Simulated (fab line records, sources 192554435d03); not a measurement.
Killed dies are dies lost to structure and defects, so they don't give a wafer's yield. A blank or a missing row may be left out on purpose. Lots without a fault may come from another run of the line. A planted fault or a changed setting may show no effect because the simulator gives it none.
Chamber matching | flow n5_finfet | N5_DUMMY_GATE_STRIP_48 on rie_diel-06: 4 sister chambers
The step strips in N2/H2, time 20 s. 24 wafers are shown with their chamber, then 12 later ones without.

WAFERS WITH THEIR CHAMBER
wafer  | chamber | drypump_motor_current_A (A) | showerhead_plenum_p_Torr (Torr) | throttle_valve_pct (%)
L074.2 | 0       | 5.4                         | 3.37                            | 12.39
L074.3 | 2       | 5.8                         | 3.43                            | 12.12
L074.4 | 0       | 5.4                         | 3.37                            | 12.39
L075.4 | 0       | 5.4                         | 3.37                            | 12.40
L075.5 | 3       | 5.2                         | 3.33                            | 12.46
L075.6 | 2       | 5.8                         | 3.43                            | 12.12
L076.2 | 2       | 5.8                         | 3.43                            | 12.13
L076.3 | 0       | 5.4                         | 3.37                            | 12.40
L076.5 | 2       | 5.8                         | 3.43                            | 12.12
L079.2 | 1       | 5.7                         | 3.20                            | 12.45
L079.5 | 3       | 5.2                         | 3.33                            | 12.46
L079.6 | 2       | 5.8                         | 3.43                            | 12.14
L081.3 | 1       | 5.7                         | 3.19                            | 12.46
L081.5 | 2       | 5.8                         | 3.42                            | 12.16
L081.6 | 3       | 5.2                         | 3.33                            | 12.48
L082.2 | 0       | 5.4                         | 3.36                            | 12.42
L082.4 | 2       | 5.8                         | 3.42                            | 12.16
L082.5 | 2       | 5.9                         | 3.42                            | 12.16
L084.2 | 3       | 5.2                         | 3.32                            | 12.48
L084.3 | 0       | 5.4                         | 3.36                            | 12.44
L084.4 | 1       | 5.7                         | 3.19                            | 12.48
L088.2 | 3       | 5.2                         | 3.32                            | 12.52
L088.3 | 2       | 5.8                         | 3.41                            | 12.18
L088.5 | 3       | 5.2                         | 3.32                            | 12.50

SIGNATURES (means of the wafers above)
reading                  | chamber 0 | chamber 1 | chamber 2 | chamber 3 | scatter within a chamber
drypump_motor_current_A  | 5.400     | 5.700     | 5.811     | 5.200     | 0.0211
showerhead_plenum_p_Torr | 3.3667    | 3.1933    | 3.4244    | 3.3250    | 0.00621
throttle_valve_pct       | 12.4067   | 12.4633   | 12.1433   | 12.4833   | 0.0214
Rule: a wafer's distance from a chamber is the root of the sum, over the readings, of the square of ((its reading less the chamber's mean) divided by the reading's scatter). The wafer belongs to the nearest chamber; if the next one is less than 2 further off, it can't be placed. The scatter: the root of (the sum of the squares of (reading less its chamber's mean) over the shown wafers, divided by (wafers less chambers)).

WAFERS WITHOUT THEIR CHAMBER
wafer  | drypump_motor_current_A (A) | showerhead_plenum_p_Torr (Torr) | throttle_valve_pct (%)
L090.2 | 5.2                         | 3.32                            | 12.51
L090.3 | 5.8                         | 3.41                            | 12.19
L090.4 | 5.7                         | 3.19                            | 12.52
L091.1 | 5.4                         | 3.36                            | 12.46
L091.3 | 5.2                         | 3.31                            | 12.53
L091.6 | 5.9                         | 3.41                            | 12.22
L093.1 | 5.8                         | 3.41                            | 12.21
L093.3 | 5.4                         | 3.35                            | 12.47
L093.6 | 5.2                         | 3.31                            | 12.54
L094.1 | 5.1                         | 3.31                            | 12.55
L094.2 | 5.4                         | 3.35                            | 12.48
L094.3 | 5.8                         | 3.41                            | 12.23

WHICH CHAMBER EACH WENT THROUGH
wafer  | from the rows above | in truth
L090.2 | 3                   | 3
L090.3 | 2                   | 2
L090.4 | 1                   | 1
L091.1 | 0                   | 0
L091.3 | 3                   | 3
L091.6 | 2                   | 2
L093.1 | 2                   | 2
L093.3 | 0                   | 0
L093.6 | 3                   | 3
L094.1 | 3                   | 3
L094.2 | 0                   | 0
L094.3 | 2                   | 2
Placed correctly: 12 of 12. Can't be placed from these rows: 0. Placed wrongly: 0.
